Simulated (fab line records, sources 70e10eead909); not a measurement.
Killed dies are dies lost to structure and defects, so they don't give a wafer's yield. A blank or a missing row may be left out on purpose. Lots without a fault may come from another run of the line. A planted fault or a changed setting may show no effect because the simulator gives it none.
fab line records | flow nand_harc
record lots=24 wafers=72 last_day=24
route steps=1159 shown A_M0@1020 A_M1@1036 THIN_TSV@1107
lots that met no fault: from a run of the same line without faults
start_h: hours from the record's first day to the start of the lot's first wafer shown | wait_h: hours since the lot's step before | " the same as in the row above | L1.1+2: a row that stands for several wafers | - no value, or no start given | * or withheld: withheld | < > ~ a bound
route shown NAME@n: a module of which the file shows steps, and the number in the route of the first | usual: mean/standard deviation of fault-free wafers | same: alike in all rows | chamber/n: place in a boat | sites: the reading at each site | _std_site: their standard deviation | _edge_site: outer sites' mean less inner sites' | radius_mm: how far each site lies from the wafer's centre | mask NAME#n: copy n | behind: the tool/chamber that last shaped the wafer | hold: why the lot was held/for how many hours/how that ended | device: the transistor (n, p or np) that didn't switch | end of line: the same wafers' tests at the end of the route | a step without rows: its recipe alone | killed: dies lost to structure and defects at the first sort, not the wafer's yield | map: a wafer's dies, x killed, . not, _ none there
set.NAME: the setting as run; set.NAME@STEP: as run at that earlier step | model.NAME: the simulator's own value behind a step, which no gauge read
steps of the route over a sample of lots; a table a step, a row a wafer
services: from which hour (start_h, from the record's first day; less than 0 if before it) a tool's chamber was out of use, for how many hours, and why
## steps
# step NHARC_A_M0_THK_MEAS_24
# recipe thk_meas_gauge=xrf
# usual thk_nm=114.1/1.3
# columns lot.wafer tool chamber start_h wait_h thk_nm
L074.2 film_metro-01 - 410.82 - 115.0
L074.4 " - " " 114.8
L074.5 " - " " 114.2
L075.3 film_metro-01 - 411.48 - 114.2
L075.4 " - " " 113.2
L075.6 " - " " 114.1
L076.2 film_metro-01 - 423.11 - 112.9
L076.4 " - " " 114.6
L076.5 " - " " 114.5
L078.3 film_metro-01 - 423.15 - 114.0
L078.4 " - " " 112.8
L078.5 " - " " 113.4
L077.1 film_metro-01 - 432.39 - 110.6
L077.2 " - " " 112.7
L077.4 " - " " 113.8
L080.3 film_metro-01 - 436.96 - 115.4
L080.4 " - " " 113.4
L080.5 " - " " 113.7
L081.2 film_metro-02 - 438.32 - 112.4
L081.3 " - " " 112.5
L081.6 " - " " 112.0
L079.1 film_metro-02 - 441.68 - 114.5
L079.5 " - " " 111.7
L079.6 " - " " 114.7
L083.1 film_metro-02 - 458.62 - 116.0
L083.3 " - " " 114.2
L083.5 " - " " 115.4
L082.3 film_metro-01 - 459.06 - 112.2
L082.4 " - " " 112.9
L082.6 " - " " 112.7
L084.1 film_metro-02 - 463.50 - 113.5
L084.3 " - " " 112.9
L084.6 " - " " 114.4
L085.3 film_metro-01 - 466.79 - 114.0
L085.4 " - " " 114.7
L085.5 " - " " 114.9
L086.2 film_metro-01 - 470.22 - 114.2
L086.4 " - " " 114.8
L086.6 " - " " 113.2
L087.2 film_metro-02 - 477.93 - 111.3
L087.5 " - " " 113.4
L087.6 " - " " 113.4
L088.1 film_metro-01 - 478.76 - 114.2
L088.4 " - " " 113.9
L088.5 " - " " 116.7
L090.1 film_metro-02 - 495.88 - 114.9
L090.2 " - " " 115.2
L090.6 " - " " 116.5
L089.1 film_metro-01 - 496.30 - 112.6
L089.2 " - " " 113.5
L089.4 " - " " 112.9
L091.1 film_metro-01 - 510.17 - 112.3
L091.2 " - " " 116.8
L091.5 " - " " 113.5
L092.1 film_metro-02 - 511.62 - 113.5
L092.3 " - " " 113.4
L092.5 " - " " 113.4
L094.1 film_metro-01 - 523.62 - 114.6
L094.5 " - " " 115.3
L094.6 " - " " 114.4
L093.1 film_metro-01 - 524.40 - 115.4
L093.2 " - " " 114.3
L093.6 " - " " 115.9
L096.2 film_metro-02 - 524.88 - 115.8
L096.4 " - " " 114.3
L096.6 " - " " 114.2
L095.1 film_metro-01 - 528.25 - 113.6
L095.4 " - " " 113.0
L095.5 " - " " 114.5
L097.1 film_metro-02 - 534.22 - 115.9
L097.2 " - " " 113.4
L097.4 " - " " 115.3
# step NHARC_A_M0_PRE_CLEAN_31
# recipe time_s=12 temp_c=370 rf_power_w=300 gas=NH3
# usual heater_power_w=634/69
# columns lot.wafer tool chamber start_h wait_h heater_power_w
L074.2 pecvd-04 1 411.08 0.1 567
L074.4 " 2 " " 623
L074.5 " 1 " " 567
L075.3 pecvd-04 0 411.70 0.1 449
L075.6 " 0 " " 442
L075.4 " 2 " " 610
L076.2 pecvd-03 2 423.36 0.1 640
L076.4 " 0 " " 661
L076.5 " 1 " " 660
L078.3 pecvd-04 2 423.37 0.1 646
L078.5 " 2 " " 625
L078.4 " 0 " " 468
L077.1 pecvd-01 0 432.64 0.1 678
L077.2 " 2 " " 775
L077.4 " 2 " " 768
L080.3 pecvd-04 0 437.18 0.1 513
L080.4 " 0 " " 500
L080.5 " 1 " " 545
L081.2 pecvd-03 0 438.55 0.1 696
L081.3 " 1 " " 612
L081.6 " 0 " " 700
L079.1 pecvd-03 1 441.93 0.1 648
L079.6 " 1 " " 646
L079.5 " 2 " " 614
L083.1 pecvd-01 1 458.85 0.1 649
L083.3 " 0 " " 635
L083.5 " 1 " " 643
L082.3 pecvd-01 0 459.32 0.1 646
L082.4 " 2 " " 658
L082.6 " 0 " " 653
L084.3 pecvd-01 2 463.75 0.1 713
L084.1 " 0 " " 655
L084.6 " 0 " " 648
L085.3 pecvd-03 0 467.04 0.1 671
L085.4 " 0 " " 662
L085.5 " 1 " " 679
L086.2 pecvd-01 0 471.00 0.6 653
L086.6 " 2 " " 758
L086.4 " 0 " " 627
L087.2 pecvd-01 1 478.16 0.1 641
L087.5 " 1 " " 640
L087.6 " 0 " " 695
L088.1 pecvd-01 1 479.00 0.1 646
L088.4 " 0 " " 693
L088.5 " 1 " " 625
L090.2 pecvd-01 2 496.10 0.1 700
L090.1 " 0 " " 666
L090.6 " 0 " " 677
L089.1 pecvd-01 1 496.54 0.1 625
L089.2 " 0 " " 600
L089.4 " 1 " " 643
L091.2 pecvd-04 0 510.40 0.1 518
L091.1 " 2 " " 647
L091.5 " 1 " " 512
L092.3 pecvd-03 1 511.86 0.1 708
L092.1 " 2 " " 616
L092.5 " 1 " " 702
L094.1 pecvd-01 2 523.87 0.1 715
L094.5 " 1 " " 606
L094.6 " 2 " " 740
L093.1 pecvd-01 2 524.63 0.1 776
L093.2 " 1 " " 636
L093.6 " 2 " " 753
L096.2 pecvd-04 1 525.90 0.9 563
L096.6 " 0 " " 508
L096.4 " 2 " " 582
L095.1 pecvd-01 1 528.47 0.1 624
L095.5 " 1 " " 634
L095.4 " 0 " " 661
L097.1 pecvd-03 1 534.45 0.1 623
L097.2 " 2 " " 706
L097.4 " 0 " " 637
# step NHARC_A_M1_CD_MEAS_09
# recipe target_cd_nm=120 landing_energy_ev=500
# usual cd_nm=120.0/0.53
# columns lot.wafer tool chamber start_h wait_h cd_nm
L074.2 cd_sem-02 0 412.39 - 120.5
L074.4 " 0 " " 120.3
L074.5 " 0 " " 120.5
L075.3 cd_sem-01 0 413.04 - 120.8
L075.4 " 0 " " 120.5
L075.6 " 0 " " 120.2
L076.2 cd_sem-03 0 424.51 - 120.6
L076.4 " 0 " " 120.2
L076.5 " 0 " " 121.2
L078.3 cd_sem-02 0 424.68 - 119.8
L078.4 " 0 " " 119.1
L078.5 " 0 " " 120.4
L077.1 cd_sem-03 0 433.84 - 120.3
L077.2 " 0 " " 120.2
L077.4 " 0 " " 120.1
L080.3 cd_sem-01 0 438.63 - 120.7
L080.4 " 0 " " 121.1
L080.5 " 0 " " 121.1
L081.2 cd_sem-01 0 439.84 - 120.1
L081.3 " 0 " " 120.2
L081.6 " 0 " " 119.6
L079.1 cd_sem-03 0 443.17 - 119.2
L079.5 " 0 " " 119.5
L079.6 " 0 " " 118.9
L083.1 cd_sem-03 0 460.17 - 120.1
L083.3 " 0 " " 119.8
L083.5 " 0 " " 120.4
L082.3 cd_sem-02 0 460.62 - 119.9
L082.4 " 0 " " 119.7
L082.6 " 0 " " 119.1
L084.1 cd_sem-01 0 464.92 - 120.2
L084.3 " 0 " " 120.1
L084.6 " 0 " " 119.5
L085.3 cd_sem-03 0 468.35 - 119.1
L085.4 " 0 " " 119.5
L085.5 " 0 " " 119.6
L086.2 cd_sem-01 0 472.35 - 119.4
L086.4 " 0 " " 119.6
L086.6 " 0 " " 119.6
L087.2 cd_sem-02 0 479.49 - 121.2
L087.5 " 0 " " 120.0
L087.6 " 0 " " 120.0
L088.1 cd_sem-02 0 480.30 - 120.5
L088.4 " 0 " " 120.0
L088.5 " 0 " " 119.9
L090.1 cd_sem-02 0 497.30 - 119.8
L090.2 " 0 " " 119.5
L090.6 " 0 " " 119.2
L089.1 cd_sem-03 0 497.77 - 119.5
L089.2 " 0 " " 119.5
L089.4 " 0 " " 120.3
L091.1 cd_sem-01 0 511.70 - 119.1
L091.2 " 0 " " 119.1
L091.5 " 0 " " 119.3
L092.1 cd_sem-01 0 513.17 - 119.3
L092.3 " 0 " " 120.3
L092.5 " 0 " " 119.9
L094.1 cd_sem-01 0 525.16 - 119.9
L094.5 " 0 " " 120.1
L094.6 " 0 " " 120.1
L093.1 cd_sem-03 0 525.82 - 118.7
L093.2 " 0 " " 119.9
L093.6 " 0 " " 119.4
L096.2 cd_sem-01 0 527.21 - 120.1
L096.4 " 0 " " 120.2
L096.6 " 0 " " 119.7
L095.1 cd_sem-02 0 529.91 - 121.0
L095.4 " 0 " " 121.0
L095.5 " 0 " " 120.2
L097.1 cd_sem-03 0 535.65 - 120.5
L097.2 " 0 " " 120.0
L097.4 " 0 " " 120.0
# step NHARC_A_M1_CD_MEAS_16
# usual cd_nm=119.7/0.66
# columns lot.wafer tool chamber start_h wait_h cd_nm
L074.2 cd_sem-01 - 412.88 - 120.5
L074.4 " - " " 120.1
L074.5 " - " " 120.1
L075.3 cd_sem-03 - 413.53 - 120.4
L075.4 " - " " 120.7
L075.6 " - " " 120.2
L076.2 cd_sem-03 - 425.01 - 120.1
L076.4 " - " " 119.6
L076.5 " - " " 119.7
L078.3 cd_sem-02 - 425.18 - 119.8
L078.4 " - " " 119.2
L078.5 " - " " 119.5
L077.1 cd_sem-01 - 434.33 - 121.2
L077.2 " - " " 120.6
L077.4 " - " " 120.1
L080.3 cd_sem-03 - 439.13 - 120.4
L080.4 " - " " 121.0
L080.5 " - " " 120.8
L081.2 cd_sem-03 - 440.34 - 119.2
L081.3 " - " " 120.0
L081.6 " - " " 119.1
L079.1 cd_sem-02 - 443.66 - 119.8
L079.5 " - " " 118.7
L079.6 " - " " 119.0
L083.1 cd_sem-03 - 460.66 - 120.0
L083.3 " - " " 119.5
L083.5 " - " " 119.8
L082.3 cd_sem-02 - 461.11 - 119.0
L082.4 " - " " 119.0
L082.6 " - " " 118.6
L084.1 cd_sem-02 - 465.42 - 120.0
L084.3 " - " " 120.1
L084.6 " - " " 119.9
L085.3 cd_sem-01 - 468.85 - 119.9
L085.4 " - " " 119.3
L085.5 " - " " 119.6
L086.2 cd_sem-03 - 472.85 - 118.7
L086.4 " - " " 119.5
L086.6 " - " " 119.0
L087.2 cd_sem-01 - 479.98 - 120.8
L087.5 " - " " 120.0
L087.6 " - " " 120.0
L088.1 cd_sem-02 - 480.79 - 119.7
L088.4 " - " " 119.7
L088.5 " - " " 119.7
L090.1 cd_sem-02 - 497.80 - 119.3
L090.2 " - " " 119.2
L090.6 " - " " 119.0
L089.1 cd_sem-01 - 498.27 - 119.6
L089.2 " - " " 119.0
L089.4 " - " " 120.9
L091.1 cd_sem-01 - 512.19 - 117.9
L091.2 " - " " 118.8
L091.5 " - " " 118.4
L092.1 cd_sem-03 - 513.66 - 119.6
L092.3 " - " " 119.9
L092.5 " - " " 119.9
L094.1 cd_sem-03 - 525.66 - 119.6
L094.5 " - " " 119.2
L094.6 " - " " 119.8
L093.1 cd_sem-02 - 526.33 - 117.8
L093.2 " - " " 120.1
L093.6 " - " " 119.2
L096.2 cd_sem-02 - 527.71 - 120.0
L096.4 " - " " 120.4
L096.6 " - " " 119.2
L095.1 cd_sem-01 - 530.40 - 120.4
L095.4 " - " " 120.9
L095.5 " - " " 119.7
L097.1 cd_sem-01 - 536.14 - 120.0
L097.2 " - " " 120.2
L097.4 " - " " 119.7
# step NHARC_A_M1_ANNEAL_31
# recipe temp_c=225 time_s=90
# usual wafer_temp_C_max=226.4/0.32
# columns lot.wafer tool chamber start_h wait_h wafer_temp_C_max
L074.2 rtp_anneal-02 0 414.39 - 226.4
L074.4 " 0 " " 226.0
L074.5 " 0 " " 226.6
L075.3 rtp_anneal-01 0 415.37 - 226.3
L075.4 " 0 " " 226.4
L075.6 " 0 " " 226.9
L076.2 rtp_anneal-02 0 426.51 - 226.2
L076.4 " 0 " " 226.2
L076.5 " 0 " " 226.0
L078.3 rtp_anneal-01 0 426.73 - 226.6
L078.4 " 0 " " 226.8
L078.5 " 0 " " 226.9
L077.1 rtp_anneal-02 0 435.82 0.3 226.1
L077.2 " 0 " " 226.7
L077.4 " 0 " " 226.3
L080.3 rtp_anneal-02 0 440.81 - 226.1
L080.4 " 0 " " 225.6
L080.5 " 0 " " 226.6
L081.2 rtp_anneal-01 0 441.87 - 226.5
L081.3 " 0 " " 227.1
L081.6 " 0 " " 226.6
L079.1 rtp_anneal-01 0 445.30 - 226.3
L079.5 " 0 " " 226.4
L079.6 " 0 " " 226.7
L083.1 rtp_anneal-01 0 462.14 - 226.3
L083.3 " 0 " " 226.5
L083.5 " 0 " " 226.5
L082.3 rtp_anneal-01 0 462.71 0.4 226.6
L082.4 " 0 " " 226.9
L082.6 " 0 " " 226.9
L084.1 rtp_anneal-02 0 467.23 - 226.0
L084.3 " 0 " " 225.8
L084.6 " 0 " " 226.1
L085.3 rtp_anneal-01 0 470.43 0.3 226.9
L085.4 " 0 " " 226.4
L085.5 " 0 " " 226.6
L086.2 rtp_anneal-01 0 474.36 - 226.3
L086.4 " 0 " " 226.5
L086.6 " 0 " " 227.0
L087.2 rtp_anneal-02 0 481.57 - 226.0
L087.5 " 0 " " 225.8
L087.6 " 0 " " 226.2
L088.1 rtp_anneal-02 0 482.28 0.3 226.6
L088.4 " 0 " " 226.1
L088.5 " 0 " " 226.3
L090.1 rtp_anneal-01 0 499.26 - 226.1
L090.2 " 0 " " 226.7
L090.6 " 0 " " 226.7
L089.1 rtp_anneal-02 0 499.77 0.3 226.4
L089.2 " 0 " " 226.3
L089.4 " 0 " " 226.2
L091.1 rtp_anneal-02 0 513.72 0.3 226.6
L091.2 " 0 " " 226.1
L091.5 " 0 " " 225.9
L092.1 rtp_anneal-02 0 515.18 0.3 226.1
L092.3 " 0 " " 226.0
L092.5 " 0 " " 226.1
L094.1 rtp_anneal-01 0 527.12 0.3 226.5
L094.5 " 0 " " 226.9
L094.6 " 0 " " 226.3
L093.1 rtp_anneal-01 0 527.93 0.3 226.8
L093.2 " 0 " " 226.5
L093.6 " 0 " " 226.7
L096.2 rtp_anneal-02 0 529.23 - 226.3
L096.4 " 0 " " 226.3
L096.6 " 0 " " 226.2
L095.1 rtp_anneal-02 0 532.09 0.3 225.9
L095.4 " 0 " " 226.2
L095.5 " 0 " " 226.7
L097.1 rtp_anneal-01 0 537.60 0.3 226.3
L097.2 " 0 " " 226.1
L097.4 " 0 " " 226.2
# step NHARC_THIN_TSV_DEP_43
# recipe target_thk_a=13285 temp_c=withheld pressure_torr=6.5 rf_w=900 teos_flow_sccm=161.4 flow_sccm=2650 target_thk_nm=1328.5 gas=O2 material=SiO2
# usual chamber_pressure_Torr=6.498/0.013 throttle_valve_pct=16.1/0.41
# columns lot.wafer tool chamber start_h wait_h chamber_pressure_Torr throttle_valve_pct
L074.2 pecvd-01 1 432.42 - 6.502 16.4
L074.4 " 0 " " 6.494 16.1
L074.5 " 2 " " 6.491 15.4
L075.3 pecvd-01 0 437.04 - 6.488 15.9
L075.6 " 1 " " 6.497 16.6
L075.4 " 2 " " 6.510 15.4
L076.2 pecvd-02 1 446.39 - 6.512 15.8
L076.4 " 0 " " 6.496 16.0
L076.5 " 2 " " 6.494 16.0
L078.3 pecvd-03 0 447.58 - 6.499 16.5
L078.4 " 2 " " 6.490 16.4
L078.5 " 0 " " 6.507 16.4
L077.2 pecvd-01 0 453.86 - 6.494 16.3
L077.1 " 1 " " 6.509 16.4
L077.4 " 1 " " 6.492 16.8
L080.3 pecvd-02 1 460.55 - 6.496 15.8
L080.4 " 0 " " 6.500 16.4
L080.5 " 1 " " 6.493 15.8
L081.3 pecvd-03 0 461.75 - 6.471 16.7
L081.2 " 1 " " 6.501 16.1
L081.6 " 0 " " 6.472 16.5
L079.1 pecvd-02 0 463.11 - 6.496 16.2
L079.6 " 2 " " 6.498 16.1
L079.5 " 0 " " 6.460 16.3
L083.1 pecvd-01 1 481.39 - 6.514 16.9
L083.3 " 2 " " 6.486 15.3
L083.5 " 0 " " 6.507 16.2
L082.3 pecvd-02 2 482.21 - 6.503 16.8
L082.6 " 2 " " 6.496 16.4
L082.4 " 0 " " 6.510 16.2
L084.1 pecvd-01 0 483.55 - 6.497 16.2
L084.3 " 1 " " 6.491 16.6
L084.6 " 0 " " 6.499 16.0
L085.3 pecvd-02 0 490.47 - 6.480 16.3
L085.5 " 0 " " 6.493 16.5
L085.4 " 2 " " 6.512 16.5
L086.2 pecvd-01 1 491.75 - 6.501 16.7
L086.4 " 0 " " 6.483 16.1
L086.6 " 1 " " 6.484 16.5
L087.2 pecvd-02 1 498.89 - 6.493 16.0
L087.6 " 1 " " 6.504 16.1
L087.5 " 2 " " 6.493 16.3
L088.1 pecvd-02 0 500.18 - 6.504 16.2
L088.5 " 1 " " 6.484 16.0
L088.4 " 0 " " 6.486 16.2
L090.1 pecvd-03 1 519.87 - 6.474 15.9
L090.2 " 2 " " 6.505 16.0
L090.6 " 1 " " 6.486 15.9
L089.1 pecvd-03 2 521.03 - 6.495 16.0
L089.2 " 1 " " 6.503 15.7
L089.4 " 2 " " 6.498 15.9
L091.1 pecvd-01 1 532.18 - 6.484 16.9
L091.2 " 2 " " 6.480 15.7
L091.5 " 0 " " 6.496 16.3
L092.3 pecvd-02 1 533.34 - 6.534 15.6
L092.1 " 0 " " 6.498 16.3
L092.5 " 1 " " 6.518 15.8
L094.1 pecvd-01 1 544.31 - 6.484 17.0
L094.6 " 2 " " 6.508 15.6
L094.5 " 0 " " 6.501 16.0
L093.2 pecvd-02 1 545.40 - 6.489 15.7
L093.1 " 2 " " 6.500 16.1
L093.6 " 1 " " 6.499 15.6
L096.2 pecvd-01 2 548.48 - 6.486 15.5
L096.6 " 0 " " 6.505 16.5
L096.4 " 2 " " 6.493 15.6
L095.1 pecvd-02 2 549.59 - 6.498 16.0
L095.4 " 2 " " 6.482 15.9
L095.5 " 1 " " 6.484 16.0
L097.2 pecvd-03 2 556.83 - 6.506 16.1
L097.1 " 0 " " 6.487 16.0
L097.4 " 0 " " 6.481 16.0
## services
# columns tool chamber start_h hours kind
pecvd-01 - 418.00 13.0 pm
pecvd-01 0 418.00 13.0 vent_cycle
pecvd-01 1 418.00 13.0 vent_cycle
pecvd-01 2 418.00 13.0 vent_cycle
pecvd-01 0 431.00 - clean
pecvd-01 1 431.00 - clean
pecvd-01 2 431.00 - clean
pecvd-04 1 447.21 6.6 repair
pecvd-01 0 467.49 1.9 repair
pecvd-03 - 473.01 13.0 pm
pecvd-03 0 473.01 13.0 vent_cycle
pecvd-03 1 473.01 13.0 vent_cycle
pecvd-03 2 473.01 13.0 vent_cycle
pecvd-03 0 486.01 - clean
pecvd-03 1 486.01 - clean
pecvd-03 2 486.01 - clean
pecvd-03 - 514.20 3.1 repair
pecvd-02 - 515.07 13.0 pm
pecvd-02 0 515.07 13.0 vent_cycle
pecvd-02 1 515.07 13.0 vent_cycle
pecvd-02 2 515.07 13.0 vent_cycle
pecvd-02 0 528.07 - clean
pecvd-02 1 528.07 - clean
pecvd-02 0 541.21 23.0 repair
## key
fault none
